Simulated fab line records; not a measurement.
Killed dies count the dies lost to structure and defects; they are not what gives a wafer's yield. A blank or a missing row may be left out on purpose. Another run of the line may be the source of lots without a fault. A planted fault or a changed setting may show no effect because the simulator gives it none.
Which tool was responsible?    flow nand-harc    12 lots, 36 wafers sampled, at 6 steps of a route of 1302

## WHAT THE GAUGES READ, wafer by wafer
NHARC_P_M1_CD_MEAS_09: target cd 130 nm. Usual: cd-nm 129.9 nm, standard deviation 0.49.
lot   measured      on         cd-nm (nm)         flag
L577  day 6 12:02   cd-sem-03  129.8 130.0 130.8  
L579  day 7 11:56   cd-sem-02  129.7 130.6 129.6  
L580  day 7 18:23   cd-sem-01  129.3 130.6 129.7  
L581  day 8 10:12   cd-sem-01  129.8 128.9 129.3  
L582  day 9 05:05   cd-sem-03  129.9 129.3 129.6  
L586  day 10 06:00  cd-sem-02  130.9 129.2 129.8  
L590  day 11 22:16  cd-sem-03  127.1 127.4 127.0  OFF
L595  day 14 01:20  cd-sem-01  127.3 127.4 128.1  OFF
L596  day 14 13:28  cd-sem-02  129.5 129.2 129.2  
L597  day 14 17:12  cd-sem-02  129.3 129.9 130.2  
L598  day 15 03:41  cd-sem-03  129.8 130.6 129.6  
L599  day 15 16:22  cd-sem-02  129.9 130.0 129.8  

NHARC_END_SORT_01. Usual: for defect-limited-yield, 90.9 % with a standard deviation of 2.8; for killed-at-array, 57 with a standard deviation of 20; for killed-at-other, 1.3 with a standard deviation of 1.4; for killed-at-periphery, 3.4 with a standard deviation of 2.4; for killed-dies, 61 with a standard deviation of 19; for killed-open, 2.9 with a standard deviation of 1.8; for killed-short, 2.5 with a standard deviation of 1.6.
lot   measured      on         defect-limited-yield (%)  killed-at-array  killed-at-other  killed-at-periphery  killed-dies  killed-open  killed-short  flag
L577  day 25 01:00  prober-01  87.7 88.2 90.0            82 76 62         0 1 2            1 3 4                83 80 68     5 3 6        2 2 3         
L579  day 26 06:37  prober-02  94.1 92.9 93.6            36 44 38         0 0 0            4 4 5                40 48 43     4 0 4        4 3 1         
L580  day 25 12:58  prober-02  90.4 89.8 89.8            57 64 64         1 0 0            7 5 5                65 69 69     3 3 3        5 5 1         
L581  day 27 04:26  prober-01  92.6 91.4 91.6            45 50 50         0 4 1            5 4 6                50 58 57     4 3 2        3 6 1         
L582  day 27 11:46  prober-01  92.0 91.4 90.1            50 56 64         1 0 0            3 2 3                54 58 67     3 0 2        1 1 1         
L586  day 29 07:54  prober-01  92.5 91.3 92.9            51 57 48         0 0 0            0 2 0                51 59 48     0 2 1        2 2 3         
L590  day 30 10:46  prober-01  90.4 90.3 89.7            64 63 68         1 2 0            0 1 2                65 66 70     0 4 2        2 1 4         
L595  day 33 04:55  prober-01  89.7 91.4 90.3            68 57 62         0 0 2            2 1 2                70 58 66     1 3 0        2 0 4         
L596  day 33 02:34  prober-02  91.1 91.6 90.5            59 55 61         0 1 1            1 1 2                60 57 64     3 2 3        2 0 2         
L597  day 33 11:52  prober-01  85.5 85.4 86.7            93 90 86         2 4 2            3 5 2                98 99 90     3 4 2        1 0 0         
L598  day 33 16:25  prober-02  90.5 88.6 87.3            60 75 84         2 1 1            2 1 1                64 77 86     4 1 2        2 1 2         
L599  day 33 19:38  prober-01  92.8 94.5 92.3            43 33 46         4 2 3            2 2 3                49 37 52     2 2 5        0 1 4         

## EACH LOT AND THE TOOL THAT RAN IT (in order: tool; ch and the chambers of the sampled wafers; start)
lot   NHARC_P_M0_STRIP_18                 NHARC_P_M0_DEGAS_28           NHARC_P_M0_PVD_20                        NHARC_P_M1_EXPOSE_06
L577  rie-diel-10 ch 0,2, day 6 08:05     pvd-sputter-02, day 6 08:37   pvd-sputter-02, day 6 11:53 or earlier   arfi-scanner-01 ch 0, day 6 11:53
L579  rie-diel-11 ch 0,2,3, day 7 08:20   pvd-sputter-03, day 7 08:51   pvd-sputter-03, day 7 11:47 or earlier   arfi-scanner-01 ch 0, day 7 11:47
L580  rie-diel-03 ch 0,2, day 7 15:02     pvd-sputter-02, day 7 15:35   pvd-sputter-02, day 7 18:15 or earlier   arfi-scanner-01 ch 0, day 7 18:15
L581  rie-diel-11 ch 2,3, day 8 06:51     pvd-sputter-03, day 8 07:23   pvd-sputter-03, day 8 10:04 or earlier   arfi-scanner-01 ch 0, day 8 10:04
L582  rie-diel-11 ch 0,2,3, day 9 01:44   pvd-sputter-03, day 9 02:17   pvd-sputter-03, day 9 04:56 or earlier   arfi-scanner-01 ch 0, day 9 04:56
L586  rie-diel-03 ch 0,1,2, day 10 02:32  pvd-sputter-02, day 10 03:04  pvd-sputter-02, day 10 05:52 or earlier  arfi-scanner-03 ch 0, day 10 05:52
L590  rie-diel-10 ch 1,2, day 11 18:48    pvd-sputter-01, day 11 19:20  pvd-sputter-01, day 11 22:08 or earlier  arfi-scanner-01 ch 0, day 11 22:08
L595  rie-diel-10 ch 1,2,3, day 13 21:55  pvd-sputter-01, day 13 22:25  pvd-sputter-01, day 14 01:13 or earlier  arfi-scanner-01 ch 0, day 14 01:13
L596  rie-diel-10 ch 0,1, day 14 09:56    pvd-sputter-03, day 14 10:29  pvd-sputter-03, day 14 13:19 or earlier  arfi-scanner-03 ch 0, day 14 13:19
L597  rie-diel-03 ch 2,3, day 14 13:49    pvd-sputter-03, day 14 14:20  pvd-sputter-03, day 14 17:04 or earlier  arfi-scanner-03 ch 0, day 14 17:04
L598  rie-diel-10 ch 0,2,3, day 15 00:13  pvd-sputter-03, day 15 00:42  pvd-sputter-03, day 15 03:32 or earlier  arfi-scanner-02 ch 0, day 15 03:32
L599  rie-diel-03 ch 0,2,3, day 15 13:02  pvd-sputter-03, day 15 13:32  pvd-sputter-03, day 15 16:13 or earlier  arfi-scanner-02 ch 0, day 15 16:13
- NHARC_P_M0_STRIP_18: strips in N2/H2.
- NHARC_P_M0_DEGAS_28: time 60 s.
- NHARC_P_M0_PVD_20: deposits TaN, target thk 5 nm, time 8.06 s.
- NHARC_P_M1_EXPOSE_06: exposes mask P M1, target cd 130 nm.

## AS READ BY THE TOOLS THEMSELVES (means over the sampled wafers that have a number; for cases with no such wafer, the mark the record gives instead)
NHARC_P_M0_STRIP_18. Usual: for chamber-pressure-mTorr, 29.999 mTorr with a standard deviation of 0.029; for drypump-motor-current-A, 5.7 A with a standard deviation of 0.52; for oes-product-au, 0.997 a.u. with a standard deviation of 0.0078; for power-w, 1000 W with a standard deviation of 3.1; for rf-vpp-V, 90.8 V with a standard deviation of 1.1; for showerhead-plenum-p-Torr, 2.05 Torr with a standard deviation of 0.088; for throttle-valve-pct, 14.171 % with a standard deviation of 0.0092.
lot   tool         chamber-pressure-mTorr (mTorr)  drypump-motor-current-A (A)  oes-product-au (a.u.)  power-w (W)  rf-vpp-V (V)  showerhead-plenum-p-Torr (Torr)  throttle-valve-pct (%)  flag
L577  rie-diel-10  30.010                          5.6                          0.997                  1001         91.5          2.12                             14.172                  
L579  rie-diel-11  29.968                          5.9                          0.988                  999          90.4          2.03                             14.174                  
L580  rie-diel-03  30.010                          5.6                          0.999                  1004         90.9          2.09                             14.165                  
L581  rie-diel-11  30.006                          5.7                          0.995                  998          91.5          2.07                             14.173                  
L582  rie-diel-11  30.003                          5.9                          0.989                  1001         89.5          2.03                             14.177                  
L586  rie-diel-03  30.004                          5.7                          1.000                  998          90.5          2.02                             14.173                  
L590  rie-diel-10  29.984                          6.2                          0.992                  999          91.1          2.15                             14.171                  
L595  rie-diel-10  30.029                          5.7                          0.999                  1004         90.5          2.09                             14.169                  
L596  rie-diel-10  29.998                          5.7                          1.003                  1003         91.4          2.06                             14.174                  
L597  rie-diel-03  30.004                          5.6                          1.002                  999          92.5          2.14                             14.177                  
L598  rie-diel-10  30.025                          5.4                          0.998                  1000         91.4          2.10                             14.164                  
L599  rie-diel-03  30.017                          5.8                          1.002                  1001         91.0          2.06                             14.178                  

NHARC_P_M0_DEGAS_28. Usual: heater-power-w 322 W, standard deviation 32.
lot   tool            heater-power-w (W)  flag
L577  pvd-sputter-02  313                 
L579  pvd-sputter-03  332                 
L580  pvd-sputter-02  329                 
L581  pvd-sputter-03  328                 
L582  pvd-sputter-03  328                 
L586  pvd-sputter-02  315                 
L590  pvd-sputter-01  316                 
L595  pvd-sputter-01  295                 
L596  pvd-sputter-03  306                 
L597  pvd-sputter-03  328                 
L598  pvd-sputter-03  347                 
L599  pvd-sputter-03  329                 

NHARC_P_M0_PVD_20. Usual: throttle-valve-pct 29.9 %, standard deviation 1.1.
lot   tool            throttle-valve-pct (%)  flag
L577  pvd-sputter-02  30.7                    
L579  pvd-sputter-03  30.0                    
L580  pvd-sputter-02  29.7                    
L581  pvd-sputter-03  30.3                    
L582  pvd-sputter-03  29.5                    
L586  pvd-sputter-02  30.0                    
L590  pvd-sputter-01  29.9                    
L595  pvd-sputter-01  29.5                    
L596  pvd-sputter-03  30.6                    
L597  pvd-sputter-03  31.0                    
L598  pvd-sputter-03  31.0                    
L599  pvd-sputter-03  30.4                    

NHARC_P_M1_EXPOSE_06. Usual: exposure-dose-mJ-cm2 81.90, standard deviation 0.08; focus-offset-nm 0.1 nm, standard deviation 0.53.
lot   tool             exposure-dose-mJ-cm2  focus-offset-nm (nm)  flag
L577  arfi-scanner-01  81.94                 0.0                   
L579  arfi-scanner-01  81.87                 -0.2                  
L580  arfi-scanner-01  81.92                 0.2                   
L581  arfi-scanner-01  81.97                 -0.1                  
L582  arfi-scanner-01  81.90                 0.2                   
L586  arfi-scanner-03  82.00                 0.5                   
L590  arfi-scanner-01  78.23                 0.0                   OFF
L595  arfi-scanner-01  78.94                 -1.0                  OFF
L596  arfi-scanner-03  81.98                 0.5                   
L597  arfi-scanner-03  81.89                 -0.5                  
L598  arfi-scanner-02  81.82                 0.1                   
L599  arfi-scanner-02  81.98                 -0.0                  

## THE ANSWER, worked out from the rows above alone
Rule: a lot counts as off when the mean over its wafers that have a number is more than 3 standard deviations away from the usual mean. Also off: a lot with no number at a reading for which 4 or more lots have one. All remaining lots with rows at the step are treated as sound. After the gauges, taken in route order, come the tools' own readings; for these a lot's mean is taken, as printed above. At the first step where some lot is off, the reading lying furthest off is the one used; lots without a number count as furthest.
Off: L590, L595, at NHARC_P_M1_CD_MEAS_09 (cd-nm).
If a tool, at a process step before that reading, ran all the lots that are off and no sound lot after the first of them, it fits. The gauges at NHARC_P_M1_CD_MEAS_09 aren't tried: what is off there is off at NHARC_P_M1_EXPOSE_06 too, on other tools, and a gauge's error can't cause that. NHARC_P_M0_PVD_20 gives no start for some lots, so the hours and the order of its lots are those of NHARC_P_M1_EXPOSE_06. This does not decide it: 2 tools fit, namely pvd-sputter-01 at NHARC_P_M0_DEGAS_28 and NHARC_P_M0_PVD_20 and arfi-scanner-01 at NHARC_P_M1_EXPOSE_06.

## WHAT THE SIMULATOR PUT IN
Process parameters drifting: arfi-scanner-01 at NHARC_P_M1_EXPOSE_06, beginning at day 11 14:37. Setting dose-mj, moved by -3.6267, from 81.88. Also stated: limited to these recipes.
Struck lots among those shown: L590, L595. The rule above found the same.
